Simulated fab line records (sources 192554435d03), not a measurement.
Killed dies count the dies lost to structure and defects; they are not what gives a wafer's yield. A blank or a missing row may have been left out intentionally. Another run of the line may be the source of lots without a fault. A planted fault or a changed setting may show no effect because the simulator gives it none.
Chamber matching + flow n5_finfet + 4 sister chambers for N5_FIN_SAQP_ALD_61 on ald_sin-04
The step deposits SiO2, target thk 4 nm, pulse time 1 s, purge time 2 s. 16 wafers are shown with their chamber, then 8 later ones without.

== WAFERS, EACH WITH ITS CHAMBER ==
| wafer  | chamber | heater_power_w (W) | precursor_pulse_height_rel |
|--------|---------|--------------------|----------------------------|
| L078.2 | 0       | 526                | 1.023                      |
| L078.4 | 2       | 449                | 0.992                      |
| L078.6 | 0       | 514                | 0.996                      |
| L081.1 | 2       | 456                | 1.026                      |
| L081.3 | 0       | 514                | 0.977                      |
| L081.6 | 3       | 410                | 0.990                      |
| L083.3 | 1       | 458                | 0.999                      |
| L083.4 | 0       | 503                | 0.983                      |
| L083.5 | 2       | 451                | 0.982                      |
| L086.2 | 0       | 510                | 1.030                      |
| L086.3 | 1       | 458                | 0.964                      |
| L086.4 | 1       | 469                | 1.050                      |
| L089.2 | 3       | 407                | 1.000                      |
| L089.3 | 0       | 512                | 1.015                      |
| L089.6 | 2       | 464                | 1.003                      |
| L092.1 | 3       | 413                | 0.992                      |

SIGNATURES, as means of the wafers listed above
| reading                    | chamber 0 | chamber 1 | chamber 2 | chamber 3 | scatter within a chamber |
|----------------------------|-----------|-----------|-----------|-----------|--------------------------|
| heater_power_w             | 513.17    | 461.67    | 455.00    | 410.00    | 6.54                     |
| precursor_pulse_height_rel | 1.00400   | 1.00433   | 1.00075   | 0.99400   | 0.0246                   |
Rule: distance of a wafer from a chamber = root of the sum over the readings of ((wafer's reading minus chamber's mean) / reading's scatter) squared. If the next closest chamber is less than 2 further off than the closest, the wafer can't be placed; otherwise it belongs to the closest. How the scatter is found: for the shown wafers, subtract from each reading the mean of its chamber, square and add these, divide the total by (wafers less chambers), then take the root.

== WAFERS WHOSE CHAMBER IS MISSING ==
| wafer  | heater_power_w (W) | precursor_pulse_height_rel |
|--------|--------------------|----------------------------|
| L092.2 | 461                | 1.002                      |
| L092.4 | 468                | 0.997                      |
| L094.1 | 410                | 1.026                      |
| L094.2 | 471                | 1.009                      |
| L094.3 | 516                | 1.006                      |
| L094.4 | 461                | 1.023                      |
| L094.5 | 520                | 1.030                      |
| L094.6 | 400                | 1.028                      |

== CHAMBER TAKEN BY EACH ==
| wafer  | from the rows above     | in truth |
|--------|-------------------------|----------|
| L092.2 | can't be placed: 1 or 2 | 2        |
| L092.4 | can't be placed: 1 or 2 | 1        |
| L094.1 | 3                       | 3        |
| L094.2 | can't be placed: 1 or 2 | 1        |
| L094.3 | 0                       | 0        |
| L094.4 | can't be placed: 1 or 2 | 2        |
| L094.5 | 0                       | 0        |
| L094.6 | 3                       | 3        |
Correct placement for 4 of the 8. These rows do not allow placing 4 (true chamber among the candidates in 4). Wrongly placed: 0.
